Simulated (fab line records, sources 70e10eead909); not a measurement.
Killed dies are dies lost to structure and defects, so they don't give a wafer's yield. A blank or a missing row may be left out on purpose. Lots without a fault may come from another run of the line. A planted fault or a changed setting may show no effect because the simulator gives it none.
Chamber matching | flow nand_harc | NHARC_P_BONDPAD_DESCUM_11 on rie_diel-05: 4 sister chambers
The step chemistry O2, time 3 s. 4 wafers are shown with their chamber, then 8 later ones without.

WAFERS WITH THEIR CHAMBER
wafer  | chamber | drypump_motor_current_A (A)
L466.2 | 3       | 5.6
L472.2 | 0       | 6.1
L474.5 | 2       | 5.0
L477.1 | 1       | 6.6

WAFERS WITHOUT THEIR CHAMBER
wafer  | drypump_motor_current_A (A)
L477.3 | 6.2
L477.4 | 5.7
L478.1 | 5.0
L478.2 | 5.7
L478.3 | 6.6
L479.2 | 5.7
L479.4 | 6.6
L479.6 | 5.0

WHICH CHAMBER EACH WENT THROUGH
wafer  | from the rows above | in truth
L477.3 | 0                   | 0
L477.4 | 3                   | 3
L478.1 | 2                   | 2
L478.2 | 3                   | 3
L478.3 | 1                   | 1
L479.2 | 3                   | 3
L479.4 | 1                   | 1
L479.6 | 2                   | 2
Placed correctly: 8 of 8. Can't be placed from these rows: 0. Placed wrongly: 0.
How it was worked out, from the rows above alone: a wafer's distance from a chamber is the root of the sum, over the readings, of the square of ((its reading less the chamber's mean) divided by the reading's scatter). The wafer belongs to the nearest chamber; if the next one is less than 2 further off, it can't be placed. A chamber's mean is the mean of its shown wafers. The scatter: with one shown wafer a chamber, the root of the mean of the squares of how far each hidden wafer lies from its nearest shown one.
